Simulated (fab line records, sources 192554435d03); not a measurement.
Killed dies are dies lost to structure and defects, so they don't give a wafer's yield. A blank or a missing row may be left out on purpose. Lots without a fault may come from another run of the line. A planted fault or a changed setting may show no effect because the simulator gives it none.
One fault seen from 3 desks | flow n5_finfet | each desk has only its own numbers; what lay behind them comes last

THE DEFECT DESK
What the inspections along the route counted, lot by lot: means of the sampled wafers that have a number. A lot is out of limits, marked OUT, if its mean lies more than 4 standard deviations from the usual mean; the brackets give that distance.
Columns: A = raw_defect_count at N5_DUMMY_GATE_INSPECT_27, usual 284
lot  | first seen here | A
L806 | day 4 16:20     | 351
L807 | day 4 22:49     | 273
L808 | day 5 00:12     | 298
L809 | day 5 06:52     | 196
L810 | day 5 15:23     | 272
L811 | day 5 19:49     | 396
L813 | day 6 11:29     | 296
L815 | day 6 21:13     | 253
L818 | day 7 12:13     | 260
This desk's finding: nothing out of limits on any of the 9 lots.

THE TOOL OWNER'S DESK: litho_track-04
The tool's own readings at N5_SD_EPI_N_PEB_07 (peb time 60 s): means of the sampled wafers that have a number, for each lot that ran on this tool. A lot is out of limits, marked OUT, if its mean lies more than 4 standard deviations from the usual mean; the brackets give that distance.
Columns: A = heater_power_total_W at N5_SD_EPI_N_PEB_07, usual 175.5 W; B = plate_temp_C at N5_SD_EPI_N_PEB_07, usual 110.01 C
lot  | first seen here | A                | B
L808 | day 5 01:04     | 177.2            | 109.93
L809 | day 5 07:48     | 175.5            | 110.07
L810 | day 5 16:11     | 175.9            | 110.03
L811 | day 5 20:57     | 173.8            | 110.06
L815 | day 6 22:09     | 167.9 (-4.7) OUT | 106.37 (-30) OUT
L818 | day 7 13:10     | 168.2 (-4.6) OUT | 106.39 (-30) OUT
This desk's finding: out of limits on L815, L818; first on L815, day 6 22:09 (heater_power_total_W at N5_SD_EPI_N_PEB_07). In limits: L808, L809, L810, L811.

THE METROLOGY DESK
What the gauges read, lot by lot, whatever tool the lot ran on: means of the sampled wafers that have a number. A lot is out of limits, marked OUT, if its mean lies more than 4 standard deviations from the usual mean; the brackets give that distance. Of its 11 readings 7 are shown: the one that was out of limits first, and those that lie furthest out on some lot.
Columns: A = cd_nm at N5_SD_EPI_N_CD_MEAS_09, usual 120.0 nm; B = DIBL_N at N5_BEOL_M4_RC_MEAS_101, usual 36.4 mV/V; C = DIBL_P at N5_BEOL_M4_RC_MEAS_101, usual 36 mV/V; D = ION_P at N5_BEOL_M4_RC_MEAS_101, usual 464 uA/um; E = SS_N at N5_BEOL_M4_RC_MEAS_101, usual 71.5 mV/dec; F = SS_P at N5_BEOL_M4_RC_MEAS_101, usual 73.3 mV/dec; G = VT_N at N5_BEOL_M4_RC_MEAS_101, usual 250 mV
lot  | first seen here | A                | B    | C  | D   | E    | F    | G
L806 | day 4 17:20     | 118.4            | 32.5 | 32 | 458 | 70.7 | 72.9 | 257
L807 | day 5 01:05     | 118.9            | 34.0 | 34 | 465 | 71.1 | 71.8 | 251
L808 | day 5 01:08     | 120.5            | 37.2 | 36 | 461 | 72.0 | 73.4 | 251
L809 | day 5 07:52     | 120.2            | 38.3 | 38 | 471 | 71.7 | 73.5 | 251
L810 | day 5 16:16     | 121.7            | 36.9 | 37 | 468 | 71.3 | 73.7 | 247
L811 | day 5 21:01     | 120.9            | 36.0 | 36 | 475 | 71.3 | 73.1 | 248
L813 | day 6 12:22     | 120.5            | 38.9 | 40 | 465 | 72.4 | 74.1 | 250
L815 | day 6 22:13     | 109.5 (-8.8) OUT | 36.2 | 36 | 452 | 71.5 | 73.2 | 250
L818 | day 7 13:14     | 109.8 (-8.5) OUT | 35.6 | 37 | 447 | 71.5 | 73.0 | 253
This desk's finding: out of limits on L815, L818; first on L815, day 6 22:13 (cd_nm at N5_SD_EPI_N_CD_MEAS_09). In limits: L806, L807, L808, L809, L810, L811, L813.

PUT TOGETHER
The tool owner's desk could have raised an alarm at day 6 22:09, on L815, L818.
The metrology desk could have raised an alarm at day 6 22:13, on L815, L818.
The defect desk saw nothing out of limits.
The defect desk has L815, L818 on record, within its limits.
Of the lots named, all ran N5_SD_EPI_N_PEB_07 on litho_track-04.

WHAT THE SIMULATOR HAD PUT IN
Process parameter drift: litho_track-04, from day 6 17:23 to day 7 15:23, at N5_SD_EPI_N_PEB_07. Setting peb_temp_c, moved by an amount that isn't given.
Lots struck among those shown: L815, L818.
Hours from the fault's start to each desk's first reading out of limits: the tool owner's desk, 5; the metrology desk, 5.
